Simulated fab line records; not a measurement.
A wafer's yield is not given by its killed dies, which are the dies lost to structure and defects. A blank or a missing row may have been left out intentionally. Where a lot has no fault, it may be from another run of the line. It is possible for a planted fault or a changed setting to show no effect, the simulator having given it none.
2 desks, one fault :: flow n5_finfet :: numbers are kept per desk, each desk with only its own; the story behind them comes last

== THE TOOL OWNER'S DESK: ald_metal-03 ==
The tool's own readings at N5_HKMG_FIN_ALD_79 (deposits TiN, target thk 1.5 nm, pulse time 1 s, purge time 3 s): means of the sampled wafers that have a number, for each lot that ran on this tool. Any lot whose mean is over 4 standard deviations away from the usual mean is out of limits and marked OUT; that distance is given in the brackets.
Columns: A = heater_power_w at N5_HKMG_FIN_ALD_79, usual 882 W; B = precursor_pulse_height_rel at N5_HKMG_FIN_ALD_79, usual 1.002
lot: L205
first seen here: day 4 13:03
A: 915
B: 0.984

lot: L208
first seen here: day 5 02:54
A: 908
B: 0.985

lot: L209
first seen here: day 5 10:06
A: 929
B: 0.998

lot: L212
first seen here: day 6 03:20
A: 912
B: 1.004

lot: L214
first seen here: day 6 15:46
A: 942
B: 1.003

lot: L218
first seen here: day 7 14:31
A: 938
B: 0.995
Finding of this desk: none of the 6 lots has anything out of limits.

== AT THE METROLOGY DESK ==
What the gauges read, lot by lot, whatever tool the lot ran on: means of the sampled wafers that have a number. Any lot whose mean is over 4 standard deviations away from the usual mean is out of limits and marked OUT; that distance is given in the brackets. Readings shown: 7 out of 17 (the first out of limits, and those lying furthest out on some lot).
Columns: A = IOFF_P_LONG at N5_BEOL_M4_RC_MEAS_101, usual 0.000107 nA/um; B = ION_P at N5_BEOL_M4_RC_MEAS_101, usual 462 uA/um; C = VT_N_LONG at N5_BEOL_M4_RC_MEAS_101, usual 274.5 mV; D = VT_N_LVT at N5_BEOL_M4_RC_MEAS_101, usual 100 mV; E = VT_P at N5_BEOL_M4_RC_MEAS_101, usual -251 mV; F = VT_P_LONG at N5_BEOL_M4_RC_MEAS_101, usual -275 mV; G = VT_P_LVT at N5_BEOL_M4_RC_MEAS_101, usual -100 mV
lot: L205
first seen here: day 8 02:58
A: 0.000103
B: 459
C: 274.8
D: 100
E: -248
F: -275
G: -98

lot: L209
first seen here: day 9 04:34
A: 0.000105
B: 463
C: 272.3
D: 97
E: -252
F: -276
G: -99

lot: L208
first seen here: day 9 07:14
A: 0.000097
B: 463
C: 275.5
D: 98
E: -255
F: -279
G: -101

lot: L212
first seen here: day 9 12:13
A: 0.000116
B: 465
C: 273.9
D: 101
E: -248
F: -273
G: -98

lot: L214
first seen here: day 10 05:30
A: 0.000068 (-4.1) OUT
B: 425 (-4.4) OUT
C: 284.2 (+4.1) OUT
D: 112
E: -272 (-5.6) OUT
F: -297 (-6.0) OUT
G: -124 (-7.4) OUT

lot: L218
first seen here: day 11 04:51
A: 0.000082
B: 439
C: 280.2
D: 108
E: -268 (-4.5) OUT
F: -289
G: -115 (-4.6) OUT

lot: L224
first seen here: day 12 19:14
A: 0.000100
B: 452
C: 276.9
D: 96
E: -253
F: -280
G: -101

lot: L225
first seen here: day 13 02:19
A: 0.000103
B: 466
C: 273.2
D: 96
E: -248
F: -273
G: -98

lot: L227
first seen here: day 13 22:43
A: 0.000108
B: 470
C: 272.4
D: 98
E: -248
F: -273
G: -98
This desk's finding: out of limits on L214, L218; first on L214, day 10 05:30 (IOFF_P_LONG at N5_BEOL_M4_RC_MEAS_101). L205, L209, L208, L212, L224, L225, L227 stayed within limits.

== TAKEN TOGETHER ==
Metrology desk: alarm possible at day 10 05:30 on L214, L218.
The desk of the tool owner found nothing out of limits.
Tool owner's desk: L214, L218 on record, inside its limits.
On ald_metal-03, each named lot ran N5_HKMG_FIN_ALD_79.

== WHAT THE SIMULATOR PUT IN ==
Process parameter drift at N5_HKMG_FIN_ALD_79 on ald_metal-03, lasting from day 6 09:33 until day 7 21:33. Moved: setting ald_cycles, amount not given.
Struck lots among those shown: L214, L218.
Per desk, hours elapsed from the start of the fault to the first reading out of limits: for the metrology desk, 92.
